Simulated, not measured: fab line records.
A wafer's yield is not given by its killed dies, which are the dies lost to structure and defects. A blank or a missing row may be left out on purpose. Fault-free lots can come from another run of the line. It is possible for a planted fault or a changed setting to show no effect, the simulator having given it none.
A lot that was struck, set against a sound lot :: flow nand_harc :: 15 steps out of a route of 1302
Sound: the wafers L432.2, L432.3, L432.6. Wafers struck: L435.2, L435.3, L435.4. Last of all comes the cause.
Order at every step that has rows: each side's tool, ch and its chambers, its first start. Under that, the readings that differ: sound wafers :: struck wafers :: difference of the means :: sigmas: that difference in standard deviations of wafers without a fault.
alike: readings whose means differ by less than 2 such deviations, and words and numbers that are the same on both sides. not compared: withheld readings, readings that some wafer has no value for, bounds like >300 that may hide the same value, and numbers for which the record gives no deviation and whose values overlap.
A row with sigmas, a row that says differs or no value, or rows on one side alone: a step with any of these is where the two part. Non-overlapping numbers with no deviation appear without sigmas and do not part them. A reading missing from all wafers of one side parts the sides only when that side holds two or more wafers.

first, 3 steps without rows for these wafers: NHARC_THIN_TSV_EXPOSE_09 (exposes mask TSV); NHARC_THIN_TSV_PEB_10 (peb time 85 s); NHARC_THIN_TSV_DEVELOP_11 (time 70 s).
NHARC_THIN_TSV_CD_MEAS_12 targets a cd of 1000 nm.
  sound on cd_sem-01 ch 0, day 25 01:42; struck on cd_sem-02 ch 0, day 25 21:05
  alike: cd_nm
then, 2 steps without rows for these wafers: NHARC_THIN_TSV_HARDBAKE_13 (time 80 s); NHARC_THIN_TSV_DESCUM_14 (chemistry O2, time 3 s).
NHARC_THIN_TSV_ETCH_44: etches the open film in CF4/O2, target depth 1594.2 nm, time 797.1 s.
  sound on rie_diel-12 ch 0,2,3, day 25 01:56; struck on rie_diel-12 ch 0,2,3, day 25 21:19
  alike: cf4_flow_sccm, drypump_motor_current_A, oes_product_au, rf_vpp_V, showerhead_plenum_p_Torr, throttle_valve_pct
  not compared: rf_hours_counter_h
NHARC_THIN_TSV_ETCH_15: target depth 3000 nm, bosch target overetch cycles 2, bosch etch step 2.8 s.
  sound on rie_si-04 ch 1,2, day 25 02:30; struck on rie_si-01 ch 0,1,2, day 25 21:54
reading: he_backside_leak_sccm (sccm)
sound: 2.48 2.60 2.51
struck: 2.86 2.70 4.07
difference: +0.68
sigmas: +3
  alike: drypump_motor_current_A
  not compared: rf_hours_counter_h
NHARC_THIN_TSV_CD_MEAS_16:
  sound on cd_sem-02 at day 25 02:39; struck on cd_sem-01 at day 25 22:03
  alike: cd_nm
NHARC_THIN_TSV_STRIP_45: strips in O2.
  sound on plasma_asher-01 ch 0,1, day 25 02:46; struck on plasma_asher-02 ch 0,1, day 25 22:07
  alike: drypump_motor_current_A, heater_power_w
  not compared: rf_hours_counter_h
then, 1 step without rows for these wafers: NHARC_THIN_TSV_STRIP_46 (strips in post etch residue remover, time 1200 s).
NHARC_THIN_TSV_DEP_47: deposits SiO2, target thk 200 nm.
  sound on pecvd-04 ch 0,2, day 25 03:35; struck on pecvd-04 ch 0,2, day 25 22:59
  alike: throttle_valve_pct
NHARC_THIN_TSV_ETCHBACK_48: etches the open film in C4F8/Ar, target depth 1028.5 nm, time 405.17 s.
  sound on rie_diel-02 ch 0,2, day 25 03:59; struck on rie_diel-12 ch 0,1,2, day 25 23:23
  no value came back on the struck wafers for bias_w (W), chamber_pressure_mTorr (mTorr), oes_product_au (a.u.), rf_vpp_V (V); on the sound wafers bias_w (W) reads 299.6 298.2 300.1
  not compared: rf_hours_counter_h
NHARC_THIN_TSV_STRIP_62: strips in N2/H2, time 20 s.
  sound on plasma_asher-02 ch 0,1, day 25 04:22; struck on plasma_asher-02 ch 0,1, day 25 23:49
  alike: drypump_motor_current_A, heater_power_w
  not compared: rf_hours_counter_h
NHARC_END_SORT_01:
  sound on prober-01 ch 0, day 25 17:44; struck on prober-02 ch 0, day 26 13:07
reading: defect_limited_yield (%)
sound: 91.4 91.3 90.5
struck: 0 0 0
difference: -91
sigmas: -33

reading: killed_at_other
sound: 2 2 3
struck: 633 634 630
difference: +630
sigmas: +99 or more

reading: killed_dies
sound: 58 59 64
struck: 677 677 677
difference: +617
sigmas: +32
  alike: killed_at_array, killed_at_periphery, killed_open, killed_short

== WHERE THEY PART ==
Earliest at NHARC_THIN_TSV_ETCH_15; latest, in this record, at NHARC_END_SORT_01.

WHY: what the simulator had put in
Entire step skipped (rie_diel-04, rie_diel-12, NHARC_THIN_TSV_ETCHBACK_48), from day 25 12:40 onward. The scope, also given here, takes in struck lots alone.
